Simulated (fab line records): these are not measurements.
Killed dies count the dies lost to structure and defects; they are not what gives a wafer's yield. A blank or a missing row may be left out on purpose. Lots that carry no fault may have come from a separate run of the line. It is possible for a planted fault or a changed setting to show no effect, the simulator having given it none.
Problem report in the 8D (eight disciplines) form, filled by code + flow nand-harc + the parts of the form that need people (team, actions taken, sign-off) are left out

1. THE PROBLEM
oes-product-au at NHARC_A_STAIRCASE_TRIM_12 reads a mean of 0.851 a.u. on 4 wafers of 3 lots; wafers without a fault read 1.001 a.u. with a standard deviation of 0.0097. That puts it -15 standard deviations away from the usual mean.
The step: chemistry O2, time 211.2 s.
Earliest sighting: wafer L988.4 on rie-diel-08 at day 21 14:51. The record has a number at this step for 35 wafers belonging to 12 lots. Rule for "out", or "out of limits": more than 4 standard deviations from the usual mean. The rest of the wafers with a number are treated as sound.

2. WHAT THIS IS AND IS NOT
| question                    | is                             | is not                                                                                       |
|-----------------------------|--------------------------------|----------------------------------------------------------------------------------------------|
| which readings at this step | oes-product-au                 | drypump-motor-current-A, rf-vpp-V, showerhead-plenum-p-Torr, throttle-valve-pct              |
| which lots                  | L988, L989, L990               | L974, L975, L977, L978, L980, L981, L992, L993, L996                                         |
| which wafers of those lots  | L988.4, L989.1, L990.1, L990.4 | L988.2, L988.5, L989.3, L990.3                                                               |
| read on which tools         | rie-diel-08                    | rie-diel-02, rie-diel-09                                                                     |
| when                        | from day 21 14:51              | up to then (20 sound wafers); but 11 sound wafers of L989, L990, L992, L993, L996 came after |

3. WHAT RULES OUT EACH SUSPECT
Counting: a tool at a process step up to the reading stays a suspect if it ran every lot that is out. Sound lots after the first of them don't rule it out here, since some wafers of a struck lot are sound.
- rie-diel-08 at NHARC_A_STAIRCASE_TRIM_12 (chemistry O2, time 211.2 s): kept. Ran every lot that is out, first one L988 (day 21 14:51); last sound lot up to then L980 (day 17 16:42). On those wafers its own readings are out: oes-product-au.
Left after counting: rie-diel-08 at NHARC_A_STAIRCASE_TRIM_12.

4. THE CAUSE (what the simulator had put in)
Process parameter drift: rie-diel-08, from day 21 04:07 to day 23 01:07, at NHARC_A_STAIRCASE_TRIM_12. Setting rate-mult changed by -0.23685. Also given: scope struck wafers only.
Counting left only this tool.

5. THE CHAIN OF EFFECTS, in route order
Rows list readings where the struck wafers' mean (over those with a number) sits beyond 3 standard deviations from the usual. Readings are gone through only where the record gives a usual standard deviation; hours: the median, over the lots, of the time from a lot's start at the first step in this table giving one to that lot's start at this step; sigmas: the change measured in usual standard deviations.
| hours | step                      | reading        | usual      | on struck wafers | change | sigmas |
|-------|---------------------------|----------------|------------|------------------|--------|--------|
| 0     | NHARC_A_STAIRCASE_TRIM_12 | oes-product-au | 1.001 a.u. | 0.851            | -0.150 | -15    |
Its process steps:
- NHARC_A_STAIRCASE_TRIM_12: chemistry O2, time 211.2 s.
Later measuring or inspecting steps at which every struck wafer that the step has a row for has a number for every such reading, and none has moved that far: NHARC_END_SORT_01.

6. HOW IT WOULD HAVE BEEN CAUGHT EARLIER
In this record the first reading out of limits was taken at day 21 14:51, 11 hours after the fault began at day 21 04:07.
